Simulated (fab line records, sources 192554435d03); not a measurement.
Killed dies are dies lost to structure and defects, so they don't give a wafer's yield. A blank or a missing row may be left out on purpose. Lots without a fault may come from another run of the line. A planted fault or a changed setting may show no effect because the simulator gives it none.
Problem report in the 8D (eight disciplines) form, filled by code | flow n5_finfet | the parts of the form that need people (team, actions taken, sign-off) are left out

1. THE PROBLEM
etch_rf_on_time_s at N5_BEOL_M2_ETCH_63 reads a mean of 18.5 s on 6 wafers of 3 lots; wafers without a fault read 26.0 s with a standard deviation of 0.4. That is -19 standard deviations from the usual mean.
The step: etches SiARC in CF4, target depth 15.6 nm, time 26 s.
First seen on wafer L446.1, day 10 23:47, on rie_diel-06. The record holds 28 wafers of 10 lots with a number at this step. Rule for "out", or "out of limits": more than 4 standard deviations from the usual mean. The other wafers with a number count as sound.

2. WHAT IT IS AND WHAT IT IS NOT
question                    | is                                             | is not
which readings at this step | etch_rf_on_time_s                              | drypump_motor_current_A, showerhead_plenum_p_Torr, throttle_valve_pct
which lots                  | L446, L447, L448                               | L430, L431, L432, L438, L442, L451, L452
which wafers of those lots  | L446.1, L446.4, L447.1, L447.4, L448.1, L448.4 | L448.6
read on which tools         | rie_diel-06                                    | rie_diel-01, rie_diel-03
when                        | from day 10 23:47                              | up to then (15 sound wafers); but 7 sound wafers of L448, L451, L452 came after

3. SUSPECTS, AND WHAT RULES EACH OUT
Counting: a tool at a process step up to the reading stays a suspect if it ran every lot that is out. Sound lots after the first of them don't rule it out here, since some wafers of a struck lot are sound.
- rie_diel-06 at N5_BEOL_M2_ETCH_63 (etches SiARC in CF4, target depth 15.6 nm, time 26 s): kept. It ran every lot that is out, first L446 (day 10 23:47); its last sound lot up to then is L438 (day 8 19:59). Its own readings are out on those wafers: etch_rf_on_time_s.
Left after counting: rie_diel-06 at N5_BEOL_M2_ETCH_63.

4. THE CAUSE (what the simulator had put in)
Process parameter drift: rie_diel-06, from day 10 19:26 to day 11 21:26, at N5_BEOL_M2_ETCH_63. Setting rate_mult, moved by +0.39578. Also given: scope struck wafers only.
Counting left only this tool.

5. THE CHAIN OF EFFECTS, in route order
Each row: a reading whose mean over the struck wafers that have a number lies more than 3 standard deviations from the usual. Only readings for which the record gives a usual standard deviation are gone through. hours: the time from each lot's start at the first step in this table that gives one to its start at this step, as a median over the lots. sigmas: the change in usual standard deviations.
hours | step               | reading           | usual  | on struck wafers | change | sigmas
0     | N5_BEOL_M2_ETCH_63 | etch_rf_on_time_s | 26.0 s | 18.5             | -7.5   | -19
The process steps in it:
- N5_BEOL_M2_ETCH_63: etches SiARC in CF4, target depth 15.6 nm, time 26 s.
Later measuring or inspecting steps at which every struck wafer that the step has a row for has a number for every such reading, and none has moved that far: N5_BEOL_M4_RC_MEAS_101.

6. WHAT WOULD HAVE CAUGHT IT SOONER
In this record the first reading out of limits was taken at day 10 23:47, 4 hours after the fault began at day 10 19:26.
